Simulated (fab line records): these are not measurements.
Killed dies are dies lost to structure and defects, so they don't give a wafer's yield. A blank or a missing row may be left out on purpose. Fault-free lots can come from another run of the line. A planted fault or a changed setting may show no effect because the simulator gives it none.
Chamber matching :: flow n5_finfet :: N5_GATE_CUT_CMP_43 on cmp-02: 4 sister chambers
The step polishes SiO2. 20 wafers are shown with their chamber, then 10 later ones without.

## WAFERS PAIRED WITH THEIR CHAMBERS
wafer: L078.3
chamber: 2
motor_current_A (A): 11.9
slurry_filter_dp_kPa (kPa): 13.52

wafer: L078.5
chamber: 3
motor_current_A (A): 11.1
slurry_filter_dp_kPa (kPa): 13.18

wafer: L078.6
chamber: 2
motor_current_A (A): 11.9
slurry_filter_dp_kPa (kPa): 13.55

wafer: L082.1
chamber: 2
motor_current_A (A): 11.6
slurry_filter_dp_kPa (kPa): 13.65

wafer: L082.2
chamber: 1
motor_current_A (A): 11.8
slurry_filter_dp_kPa (kPa): 13.61

wafer: L082.5
chamber: 1
motor_current_A (A): 11.4
slurry_filter_dp_kPa (kPa): 13.60

wafer: L084.1
chamber: 3
motor_current_A (A): 11.1
slurry_filter_dp_kPa (kPa): 13.51

wafer: L084.5
chamber: 0
motor_current_A (A): 10.9
slurry_filter_dp_kPa (kPa): 13.49

wafer: L084.6
chamber: 1
motor_current_A (A): 11.7
slurry_filter_dp_kPa (kPa): 13.43

wafer: L085.2
chamber: 0
motor_current_A (A): 10.5
slurry_filter_dp_kPa (kPa): 13.53

wafer: L085.3
chamber: 2
motor_current_A (A): 12.6
slurry_filter_dp_kPa (kPa): 13.58

wafer: L085.5
chamber: 3
motor_current_A (A): 11.3
slurry_filter_dp_kPa (kPa): 13.70

wafer: L086.1
chamber: 0
motor_current_A (A): 11.2
slurry_filter_dp_kPa (kPa): 13.65

wafer: L086.5
chamber: 1
motor_current_A (A): 11.3
slurry_filter_dp_kPa (kPa): 13.59

wafer: L086.6
chamber: 0
motor_current_A (A): 10.9
slurry_filter_dp_kPa (kPa): 13.52

wafer: L088.1
chamber: 3
motor_current_A (A): 11.0
slurry_filter_dp_kPa (kPa): 13.43

wafer: L088.3
chamber: 1
motor_current_A (A): 12.2
slurry_filter_dp_kPa (kPa): 13.36

wafer: L088.5
chamber: 2
motor_current_A (A): 12.3
slurry_filter_dp_kPa (kPa): 13.52

wafer: L092.1
chamber: 3
motor_current_A (A): 11.2
slurry_filter_dp_kPa (kPa): 13.57

wafer: L092.2
chamber: 0
motor_current_A (A): 10.8
slurry_filter_dp_kPa (kPa): 13.59

SIGNATURES (averages over the wafers above)
reading: motor_current_A
chamber 0: 10.860
chamber 1: 11.680
chamber 2: 12.060
chamber 3: 11.140
scatter within a chamber: 0.298

reading: slurry_filter_dp_kPa
chamber 0: 13.5560
chamber 1: 13.5180
chamber 2: 13.5640
chamber 3: 13.4780
scatter within a chamber: 0.12
Rule: for a wafer and a chamber, the distance is found by dividing, reading by reading, the gap between the wafer's reading and the chamber's mean by the reading's scatter, squaring, summing and taking the root. The wafer belongs to the nearest chamber; if the next one is less than 2 further off, it can't be placed. The scatter: the root of (the sum of the squares of (reading less its chamber's mean) over the shown wafers, divided by (wafers less chambers)).

## WAFERS MISSING THEIR CHAMBER
wafer: L092.3
motor_current_A (A): 12.5
slurry_filter_dp_kPa (kPa): 13.43

wafer: L093.1
motor_current_A (A): 11.5
slurry_filter_dp_kPa (kPa): 13.44

wafer: L093.4
motor_current_A (A): 11.2
slurry_filter_dp_kPa (kPa): 13.65

wafer: L093.5
motor_current_A (A): 10.6
slurry_filter_dp_kPa (kPa): 13.32

wafer: L095.2
motor_current_A (A): 12.4
slurry_filter_dp_kPa (kPa): 13.30

wafer: L095.3
motor_current_A (A): 11.5
slurry_filter_dp_kPa (kPa): 13.62

wafer: L095.4
motor_current_A (A): 12.0
slurry_filter_dp_kPa (kPa): 13.48

wafer: L096.2
motor_current_A (A): 12.2
slurry_filter_dp_kPa (kPa): 13.43

wafer: L096.3
motor_current_A (A): 11.2
slurry_filter_dp_kPa (kPa): 13.38

wafer: L096.6
motor_current_A (A): 10.5
slurry_filter_dp_kPa (kPa): 13.37

## CHAMBER TAKEN BY EACH
wafer: L092.3
from the rows above: can't be placed: 2 or 1
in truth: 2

wafer: L093.1
from the rows above: can't be placed: 1 or 3 or 2 or 0
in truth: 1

wafer: L093.4
from the rows above: can't be placed: 0 or 3 or 1 or 2
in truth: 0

wafer: L093.5
from the rows above: can't be placed: 0 or 3 or 1
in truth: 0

wafer: L095.2
from the rows above: can't be placed: 2 or 1
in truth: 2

wafer: L095.3
from the rows above: can't be placed: 1 or 3 or 2 or 0
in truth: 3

wafer: L095.4
from the rows above: can't be placed: 2 or 1
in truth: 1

wafer: L096.2
from the rows above: can't be placed: 2 or 1
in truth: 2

wafer: L096.3
from the rows above: can't be placed: 3 or 0 or 1
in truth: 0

wafer: L096.6
from the rows above: can't be placed: 0 or 3
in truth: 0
Placed correctly: 0 of 10. From these rows, 10 cannot be placed; in 10 the true chamber is one of the candidates. Placed wrongly: 0.
